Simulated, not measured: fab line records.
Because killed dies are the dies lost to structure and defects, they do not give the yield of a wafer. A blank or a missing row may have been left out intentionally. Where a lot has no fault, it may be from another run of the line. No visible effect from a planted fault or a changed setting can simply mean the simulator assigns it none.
Matching of chambers | flow nand harc | NHARC_A_CONTACT_ETCH_106 on rie diel-08: 4 sister chambers
The step etches the open film in CF4/O2, target depth 90 nm, overetch 9 nm, time 49.5 s. 4 wafers are shown with their chamber, then 9 later ones without.

EACH WAFER AND ITS CHAMBER
wafer  | chamber | drypump motor current A (A)
L080.1 | 3       | 5.56
L085.5 | 0       | 5.63
L088.1 | 1       | 6.15
L088.6 | 2       | 5.31

WAFERS WITHOUT THEIR CHAMBER
wafer  | drypump motor current A (A)
L090.3 | 5.56
L090.4 | 5.64
L090.6 | 5.59
L091.1 | 6.14
L091.3 | 5.28
L091.6 | 5.28
L095.2 | 5.62
L095.4 | 5.61
L095.5 | 5.60

EACH ONE'S CHAMBER
wafer  | from the rows above     | in truth
L090.3 | 3                       | 3
L090.4 | 0                       | 0
L090.6 | can't be placed: 3 or 0 | 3
L091.1 | 1                       | 1
L091.3 | 2                       | 2
L091.6 | 2                       | 2
L095.2 | 0                       | 0
L095.4 | can't be placed: 0 or 3 | 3
L095.5 | can't be placed: 0 or 3 | 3
6 of 9 placed correctly. Unplaceable from these rows: 3, with the true chamber sitting among the candidates in 3. Wrongly placed: 0.
How it was worked out, from the rows above alone: a wafer's distance from a chamber is the root of the sum, over the readings, of the square of ((its reading less the chamber's mean) divided by the reading's scatter). The wafer belongs to the nearest chamber; if the next one is less than 2 further off, it can't be placed. The mean given for a chamber averages the wafers shown for that chamber. The scatter: root of mean squared gap, hidden wafer to nearest shown wafer, with one shown wafer a chamber.
